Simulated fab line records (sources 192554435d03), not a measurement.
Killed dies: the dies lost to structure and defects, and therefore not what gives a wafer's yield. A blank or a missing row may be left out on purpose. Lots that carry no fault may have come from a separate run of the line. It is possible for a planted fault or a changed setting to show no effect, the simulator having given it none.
Split-lot trial    flow n5_finfet    21 wafers read across 7 lots, on a route 1938 steps long

== THE SPLIT ITSELF ==
At N5_GATE_CUT_COAT_27 (time 60 s, resist thk 10 nm), the setting spin_rpm was moved away from the recipe's 1500 rpm on 5 of the 21 wafers read, by -8.6% to -5.3%. All remaining wafers had this setting at the recipe value.

The split's own step is where the reading is taken.

== THE READING ==
underlayer_of_GATE_CUT_COAT_27.thk_nm (the simulator's own value, which no gauge read), in nm, at N5_GATE_CUT_COAT_27 (time 60 s, resist thk 10 nm). No usual value for it is given in the file.

wafer   tool, chamber at the split  spin_rpm as run, rpm  against the recipe  underlayer_of_GATE_CUT_COAT_27.thk_nm, nm  against lot-mates on the recipe
L075.1  litho_track-02, 0           1500                  recipe              10                                         -
L075.3  litho_track-02, 0           1500                  recipe              10                                         -
L075.4  litho_track-02, 0           1500                  recipe              10                                         -
L077.1  litho_track-05, 0           1500                  recipe              10                                         -
L077.6  litho_track-05, 0           1500                  recipe              10                                         -
L077.2  litho_track-05, 0           1407                  -6.2%               10.4                                       +0.4
L083.3  litho_track-02, 0           1421                  -5.3%               10.4                                       +0.4
L083.4  litho_track-02, 0           1421                  -5.3%               10.2                                       +0.2
L083.6  litho_track-02, 0           1500                  recipe              10                                         -
L090.1  litho_track-02, 0           1371                  -8.6%               10.4                                       +0.4
L090.5  litho_track-02, 0           1371                  -8.6%               10.4                                       +0.4
L090.4  litho_track-02, 0           1500                  recipe              10                                         -
L091.1  litho_track-05, 0           1500                  recipe              10                                         -
L091.4  litho_track-05, 0           1500                  recipe              10                                         -
L091.5  litho_track-05, 0           1500                  recipe              10                                         -
L094.3  litho_track-02, 0           1500                  recipe              10                                         -
L094.5  litho_track-02, 0           1500                  recipe              10                                         -
L094.6  litho_track-02, 0           1500                  recipe              10                                         -
L095.2  litho_track-04, 0           1500                  recipe              10                                         -
L095.4  litho_track-04, 0           1500                  recipe              10                                         -
L095.6  litho_track-04, 0           1500                  recipe              10                                         -

FIT RESULTS
A straight line over all 21 wafers: underlayer_of_GATE_CUT_COAT_27.thk_nm changes by -0.0514 nm for each +1% of spin_rpm; r = -0.97; the points scatter about the line by 0.041 nm.
The same after taking each lot's own level away (the mean of its wafers on the recipe; 21 wafers): -0.0514 nm for each +1%; r = -0.97; scatter 0.041 nm.
The reading moves by 0.44 nm for the largest change in spin_rpm, on that fit.
The lots' own levels span 10.00 to 10.00 nm.
The two slopes agree, so the slope changes little with the lot-to-lot level.
Check: +0.465 nm against its lot-mates is what the line predicts for one of the wafers moved furthest among these (-8.6%) when that wafer is left out of the fit. It came out at +0.4 nm against them.

== OTHER SPLITS APPLIED TO THESE WAFERS ==
Before the reading, these wafers also passed through other splits. Each is held against what the fit with the lots' levels taken away leaves over:
other split on the same wafers  wafers away from the commonest value  r with underlayer_of_GATE_CUT_COAT_27.thk_nm (lot level and that fit taken away)
N5_SD_EPI_N_DESCUM_14 time_s    4                                     -0.20
N5_ILD0_CMP_03 down_force_psi   7                                     -0.04
N5_SDB_COAT_05 spin_rpm         8                                     +0.14
N5_HKMG_FIN_ETCH_55 bias_w      8                                     -0.05
N5_HKMG_FIN_ETCH_58 bias_w      10                                    +0.04

== FILE'S OWN FIT ==
underlayer_of_GATE_CUT_COAT_27.thk_nm changes by -0.0535 nm for each +1% of spin_rpm, r = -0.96.
